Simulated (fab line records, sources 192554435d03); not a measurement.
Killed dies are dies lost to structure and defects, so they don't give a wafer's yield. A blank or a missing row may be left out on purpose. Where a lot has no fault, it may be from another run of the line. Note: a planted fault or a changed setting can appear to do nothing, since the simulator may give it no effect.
fab line records + flow n5-finfet
record:
- lots: 4
- wafers: 12
- last-day: 15
route steps=1938 shown WELL_APT@35 PMOS_HMC_CHANNEL_EPI@57 BEOL_M4@1111
lots that met no fault: from a run of the same line without faults
start-h: hours from the record's first day to the start of the lot's first wafer shown + wait-h: hours since the lot's step before + " repeats the value in the row above + L1.1+2: one row covering several wafers at once + - no value, or no start given + * or withheld: withheld + < > ~ a bound
route shown NAME@n: a module of which the file shows steps, and the number in the route of the first + usual: mean and standard deviation over wafers with no fault + same: alike in all rows + chamber/n: place in a boat + sites: per-site readings + _std_site: their standard deviation + _edge_site: outer sites' mean less inner sites' + radius-mm: for every site, how far away it sits from the centre of the wafer + mask NAME#n: copy n + behind: the most recent tool/chamber to have shaped the wafer + hold: the reason the lot was held/the length of the hold in hours/how it ended + device: the transistor (n, p or np) that didn't switch + end of line: the same wafers' tests at the end of the route + step lacking rows: just its recipe + killed: dies that structure and defects cost at the first sort, which is not the same as the wafer's yield + map: dies across one wafer; x = killed, . = not, _ = none there
set.NAME: the setting that was run; set.NAME@STEP: the one run at that earlier step + model.NAME: the simulator's own value behind a step, which no gauge read
lots at some steps of the route; a table a step, a row a wafer
services: the hour from which a tool's chamber was out of use, counted from the record's first day as start-h (under 0 if before that day), plus the number of hours and why
== steps ==
step: N5_WELL_APT_HMDS_18
recipe:
- time-s: 60
- temp-c: 120
step: N5_WELL_APT_COAT_19
recipe:
- spin-rpm: 1357
- resist-thk-nm: 950
step: N5_WELL_APT_EBR_21
recipe:
- solvent: PGMEA
- ebr-width-mm: 1.5
step: N5_WELL_APT_SOFTBAKE_20
recipe:
- temp-c: 130
- time-s: 60
step: N5_WELL_APT_EXPOSE_22
recipe:
- mask-id: PWELL
- na: 0.8
- source-shape: conventional
- sigma-outer: 0.8
- polarization: unpolarized
- defocus-nm: 0
- target-cd-nm: 200
- dose-mj: 23.2
step: N5_WELL_APT_PEB_23
recipe:
- peb-temp-c: 130
- peb-time-s: 90
step: N5_WELL_APT_DEVELOP_24
recipe:
- develop-time-s: 45
- rinse-liquid: surfactant-rinse
- dry: air-spin
- dev-temp-c: 21
step: N5_WELL_APT_HARDBAKE_29
recipe:
- temp-c: 130
- time-s: 120
step: N5_WELL_APT_DESCUM_30
recipe:
- chemistry: O2
- time-s: 7.9
- source-power-w: 50
- bias-power-w: 20
- pressure-mtorr: 20
- rf-frequency-hz: 2.712e+07
- temp-c: 40
- o2-flow-sccm: 225
step: N5_WELL_APT_IMPLANT_31
recipe:
- species: B
- energy-kev: 60
- dose-cm2: 1.5e+13
- tilt-deg: 0
- rotation-deg: 0
usual:
- dose-ions-cm2: 1.4999e+13/1.8e+10
- faraday-current-uA: 190/4.1
| lot.wafer | tool         | chamber | start-h | wait-h | dose-ions-cm2 | faraday-current-uA |
|-----------|--------------|---------|---------|--------|---------------|--------------------|
| L931.2    | implanter-01 | 0       | 63.94   | 0.1    | 1.5006e+13    | 191                |
| L931.4    | "            | 0       | "       | "      | 1.5018e+13    | 190                |
| L931.6    | "            | 0       | "       | "      | 1.5e+13       | 187                |
| L932.1    | implanter-01 | 0       | 71.56   | 0.1    | 1.4058e+13    | 174                |
| L932.3    | "            | 0       | "       | "      | 1.4043e+13    | 179                |
| L932.4    | "            | 0       | "       | "      | 1.4054e+13    | 178                |
| L934.4    | implanter-02 | 0       | 81.03   | 0.2    | 1.5003e+13    | 189                |
| L934.5    | "            | 0       | "       | "      | 1.5e+13       | 190                |
| L934.6    | "            | 0       | "       | "      | 1.5012e+13    | 184                |
| L935.1    | implanter-01 | 0       | 87.03   | 0.1    | 1.4044e+13    | 173                |
| L935.2    | "            | 0       | "       | "      | 1.4034e+13    | 176                |
| L935.6    | "            | 0       | "       | "      | 1.4018e+13    | 176                |
step: N5_WELL_APT_IMPLANT_32
recipe:
- species: BF2
- energy-kev: 50
- dose-cm2: 2e+13
- tilt-deg: 0
- rotation-deg: 0
step: N5_WELL_APT_STRIP_33
recipe:
- chemistry: SPM
- time-s: 900
- temp-c: 130
- h2so4-h2o2-vol-ratio: 4
- dry: ipa-marangoni
step: N5_WELL_APT_RTA_34
recipe:
- temp-c: 1000
- time-s: 10
- ambient: N2
- idle-temp-c: 600
- ramp-up-c-per-s: 150
- ramp-down-c-per-s: 60
- cool-to-c: 600
step: N5_WELL_APT_OXIDE_STRIP_42
recipe:
- chemistry: dHF
- dilution: 25:1
- time-s: 45
- temp-c: 25
- target: SiO2
- target-depth-a: 120
step: N5_WELL_APT_PRECLEAN_36
recipe:
- chemistry: O3/DIW
- time-s: 45
- temp-c: 22
- o3-ppm: 10
step: N5_WELL_APT_PRECLEAN_39
recipe:
- chemistry: dHF
- time-s: 60
- dilution: 150:1
- temp-c: 25
step: N5_WELL_APT_SRD_37
recipe:
- dry: ipa-marangoni
- do-ppb: 5
- time-s: 30
- temp-c: 23
- rinse-liquid: diw
step: N5_WELL_APT_EPI_41
recipe:
- material: Si
- target-thk-a: 500
- temp-c: 650
- precursor: SiH4/H2
- pressure-torr: 20
- time-s: 297.7
step: N5_PMOS_HMC_CHANNEL_EPI_HM_DEP_34
recipe:
- material: SiO2
- target-thk-a: 360
- temp-c: 400
- precursor: TEOS/O2
- pressure-torr: 6.5
- rf-w: 900
- teos-flow-sccm: 161.4
- gas: O2
- flow-sccm: 2650
- time-s: 6.9
step: N5_PMOS_HMC_CHANNEL_EPI_COAT_31
recipe:
- resist: BARC
- temp-c: 205
- time-s: 60
- spin-rpm: 1500
- resist-thk-nm: 66
step: N5_PMOS_HMC_CHANNEL_EPI_COAT_03
recipe:
- resist: CAR-ArF-block
- spin-rpm: 1500
- resist-thk-nm: 205
step: N5_PMOS_HMC_CHANNEL_EPI_EBR_05
recipe:
- solvent: PGMEA
- ebr-width-mm: 1.5
step: N5_PMOS_HMC_CHANNEL_EPI_SOFTBAKE_04
recipe:
- temp-c: 110
- time-s: 60
- resist: CAR-ArF-block
step: N5_PMOS_HMC_CHANNEL_EPI_EXPOSE_06
recipe:
- mask-id: PMOS_HMC_BLK
- na: 1.35
- source-shape: conventional
- sigma-outer: 0.8
- polarization: unpolarized
- target-cd-nm: 240
- dose-mj: 41
step: N5_PMOS_HMC_CHANNEL_EPI_PEB_07
recipe:
- peb-temp-c: 110
- peb-time-s: 60
- resist: CAR-ArF-block
step: N5_PMOS_HMC_CHANNEL_EPI_DEVELOP_08
recipe:
- develop-time-s: 30
- developer: TMAH
- resist: CAR-ArF-block
- dev-temp-c: 23
- rinse-liquid: diw
- dry: air-spin
step: N5_PMOS_HMC_CHANNEL_EPI_DESCUM_14
recipe:
- chemistry: O2
- time-s: 7.9
- source-power-w: 50
- bias-power-w: 20
- pressure-mtorr: 20
- rf-frequency-hz: 2.712e+07
- temp-c: 40
- resist: CAR-ArF-block
- o2-flow-sccm: 225
step: N5_PMOS_HMC_CHANNEL_EPI_ETCH_32
recipe:
- chemistry: N2/H2
- target: BARC
- stop-on: SiO2
- target-depth-a: 858
- over-etch-frac: 0.3
- time-s: 50.3
- ion-energy-ev: 200
- mask-material: CAR-ArF-block
- pressure-mtorr: 30
- source-w: 840
- bias-w: 150
- n2-flow-sccm: 200
- h2-flow-sccm: 200
step: N5_PMOS_HMC_CHANNEL_EPI_HM_OPEN_15
recipe:
- chemistry: CHF3/O2
- target: SiO2
- mask-material: CAR-ArF-block
- target-depth-a: 406
- CHF3_flow_sccm: 50
- O2_flow_sccm: 5
- Ar_flow_sccm: 200
- time-s: 20.3
- pressure-mtorr: 30
- source-w: 650
- bias-w: 170
- ion-energy-ev: 200
step: N5_PMOS_HMC_CHANNEL_EPI_STRIP_33
recipe:
- chemistry: N2/H2
- power-w: 500
- temp-c: 40
- pressure-mtorr: 50
- rf-frequency-hz: 6e+07
- overash-fraction: 0.3
- bias-power-w: 8
- h2-frac: 0.5
- n2-flow-sccm: 300
- h2-flow-sccm: 300
step: N5_PMOS_HMC_CHANNEL_EPI_STRIP_17
recipe:
- chemistry: SPM
- time-s: 750
- temp-c: 130
- h2so4-h2o2-vol-ratio: 4
- dry: ipa-marangoni
step: N5_PMOS_HMC_CHANNEL_EPI_ETCH_38
recipe:
- chemistry: CF4
- target: SiO2
- target-depth-a: 15
- ion-energy-ev: 350
- pressure-mtorr: 10
- icp-w: 800
- bias-w: 400
- cf4-flow-sccm: 80
step: N5_PMOS_HMC_CHANNEL_EPI_FIN_RECESS_16
recipe:
- chemistry: HBr/Cl2
- target: Si
- mask-material: SiO2
- target-depth-a: 540
- time-s: 18
- pressure-mtorr: 10
- icp-w: 800
- bias-w: 75
- HBr_flow_sccm: 150
- Cl2_flow_sccm: 80
step: N5_PMOS_HMC_CHANNEL_EPI_PRECLEAN_36
recipe:
- chemistry: O3/DIW
- time-s: 45
- temp-c: 22
- o3-ppm: 10
step: N5_PMOS_HMC_CHANNEL_EPI_PRECLEAN_18
recipe:
- chemistry: DHF
- time-s: 30
- temp-c: 25
- dilution: withheld
step: N5_BEOL_M4_RC_MEAS_101
usual:
- DIBL_N: 36.5/1.4
- DIBL_P: 36.5/1.6
- IOFF_N: 0.163/0.022
- IOFF_P: 0.219/0.029
- ION_N: 675/8.3
- ION_P: 464/6.2
- RS_PWELL: 3008/22
- SS_N: 71.5/0.52
- SS_P: 73.4/0.57
- VT_N: 249.7/2.6
- VT_P: -250/3
| lot.wafer | tool      | chamber | start-h | wait-h | DIBL_N[mV/V] | DIBL_P[mV/V] | IOFF_N[nA/um] | IOFF_P[nA/um] | ION_N[uA/um] | ION_P[uA/um] | RS_PWELL[ohm/sq] | SS_N[mV/dec] | SS_P[mV/dec] | VT_N[mV] | VT_P[mV] |
|-----------|-----------|---------|---------|--------|--------------|--------------|---------------|---------------|--------------|--------------|------------------|--------------|--------------|----------|----------|
| L931.2    | prober-01 | 0       | 214.85  | 0.2    | 36.9         | 36.2         | 0.167         | 0.253         | 685          | 473          | 3002             | 71.2         | 73.3         | 249.1    | -244     |
| L931.4    | "         | 0       | "       | "      | 34.2         | 33.7         | 0.129         | 0.213         | 673          | 468          | 3011             | 71.0         | 72.0         | 252.0    | -248     |
| L931.6    | "         | 0       | "       | "      | 35.3         | 34.5         | 0.141         | 0.221         | 681          | 469          | 3034             | 71.2         | 72.5         | 248.7    | -248     |
| L934.4    | prober-02 | 0       | 232.44  | 0.5    | 38.3         | 38.4         | 0.217         | 0.288         | 693          | 475          | 3037             | 71.7         | 73.1         | 245.6    | -242     |
| L934.5    | "         | 0       | "       | "      | 37.1         | 38.1         | 0.190         | 0.275         | 686          | 478          | 3030             | 71.1         | 73.4         | 245.2    | -246     |
| L934.6    | "         | 0       | "       | "      | 36.1         | 37.9         | 0.180         | 0.271         | 684          | 476          | 3015             | 70.4         | 73.4         | 247.6    | -242     |
| L932.1    | prober-02 | 0       | 240.24  | 0.0    | 37.4         | 36.2         | 0.161         | 0.217         | 681          | 464          | 3163             | 71.1         | 73.3         | 251.2    | -251     |
| L932.3    | "         | 0       | "       | "      | 37.1         | 36.2         | 0.158         | 0.214         | 666          | 456          | 3145             | 71.7         | 74.0         | 250.3    | -251     |
| L932.4    | "         | 0       | "       | "      | 38.1         | 37.6         | 0.178         | 0.255         | 678          | 470          | 3177             | 71.6         | 73.9         | 249.1    | -248     |
| L935.1    | prober-02 | 0       | 248.00  | 0.0    | 36.6         | 35.6         | 0.175         | 0.246         | 674          | 471          | 3133             | 72.5         | 73.1         | 246.5    | -247     |
| L935.2    | "         | 0       | "       | "      | 36.0         | 35.5         | 0.165         | 0.233         | 677          | 467          | 3122             | 71.6         | 73.6         | 243.1    | -247     |
| L935.6    | "         | 0       | "       | "      | 36.1         | 35.9         | 0.170         | 0.235         | 681          | 472          | 3161             | 71.4         | 73.8         | 247.6    | -245     |
== services ==
| tool         | chamber | start-h | hours | kind   |
|--------------|---------|---------|-------|--------|
| implanter-02 | -       | 40.87   | 7.1   | repair |
| implanter-01 | -       | 48.61   | 5.0   | repair |
| implanter-02 | -       | 78.26   | 2.6   | repair |
== key ==
first-sign:
- step: N5_WELL_APT_IMPLANT_31
- reading: dose-ions-cm2
- direction: down
- sigmas: 53
- usual: 1.4999e+13
- struck: 1.4042e+13
effect:
- step: N5_WELL_APT_IMPLANT_31
- reading: faraday-current-uA
- direction: down
- sigmas: 3.4
- usual: 190
- struck: 176
effect:
- step: N5_BEOL_M4_RC_MEAS_101
- reading: RS_PWELL
- direction: up
- sigmas: 6.4
- usual: 3008
- struck: 3150
met-at N5_WELL_APT_IMPLANT_31
struck-wafers L932.1,L932.3,L932.4,L935.1,L935.2,L935.6
onset-between 63.94 71.56
fault:
- kind: process-parameter-drift
- tool: implanter-01
- chamber: -
- onset-h: 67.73
- steps: N5_WELL_APT_IMPLANT_31
- channel: dose-cm2
- offset: -9.6807e+11
- shape: step
- end-h: 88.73
- acts-in: these-recipes-only
- stated: 1.5e+13
